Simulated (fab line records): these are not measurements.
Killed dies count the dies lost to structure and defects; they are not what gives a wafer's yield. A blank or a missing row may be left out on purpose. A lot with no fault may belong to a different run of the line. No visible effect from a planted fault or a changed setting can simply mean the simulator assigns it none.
Matching of chambers	flow nand_harc	rie_diel-03 running NHARC_A_CHANNEL_FILL_D2_ETCHBACK_20: 4 sister chambers
The step etches the open film in C4F8/O2/Ar, target depth 27 nm, time 13.5 s. 8 wafers are shown with their chamber, then 9 later ones without.

== WAFERS WITH THEIR CHAMBER ==
wafer	chamber	rf_vpp_V (V)	oes_product_au (a.u.)
L081.2	1	979	0.994
L081.6	0	972	1.012
L081.1	2	975	0.986
L081.3	3	987	0.990
L081.5	1	977	1.005
L085.1	3	989	0.968
L085.2	2	976	0.981
L085.3	0	972	0.981

== WAFERS MISSING THEIR CHAMBER ==
wafer	rf_vpp_V (V)	oes_product_au (a.u.)
L087.3	987	1.005
L087.5	987	0.984
L087.6	973	1.008
L091.2	975	0.988
L091.3	989	0.989
L091.5	971	1.013
L097.3	976	0.991
L097.5	987	1.006
L097.6	975	1.003

== THE CHAMBER EACH PASSED THROUGH ==
wafer	from the rows above	in truth
L087.3	3	3
L087.5	3	3
L087.6	can't be placed: 0 or 2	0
L091.2	2	2
L091.3	3	3
L091.5	0	0
L097.3	can't be placed: 2 or 1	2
L097.5	3	3
L097.6	can't be placed: 2 or 1 or 0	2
Correctly placed: 6 of 9. From these rows, 3 cannot be placed; in 3 the true chamber is one of the candidates. Placed wrongly: 0.
How it was worked out, from the rows above alone: a wafer's distance from a chamber is the root of the sum, over the readings, of the square of ((its reading less the chamber's mean) divided by the reading's scatter). The wafer belongs to the nearest chamber; if the next one is less than 2 further off, it can't be placed. For every chamber, the mean is computed from those of its wafers that are shown. The scatter is the square root of a quotient: the sum, over the shown wafers, of each reading's squared deviation from its chamber's mean, divided by wafers minus chambers.
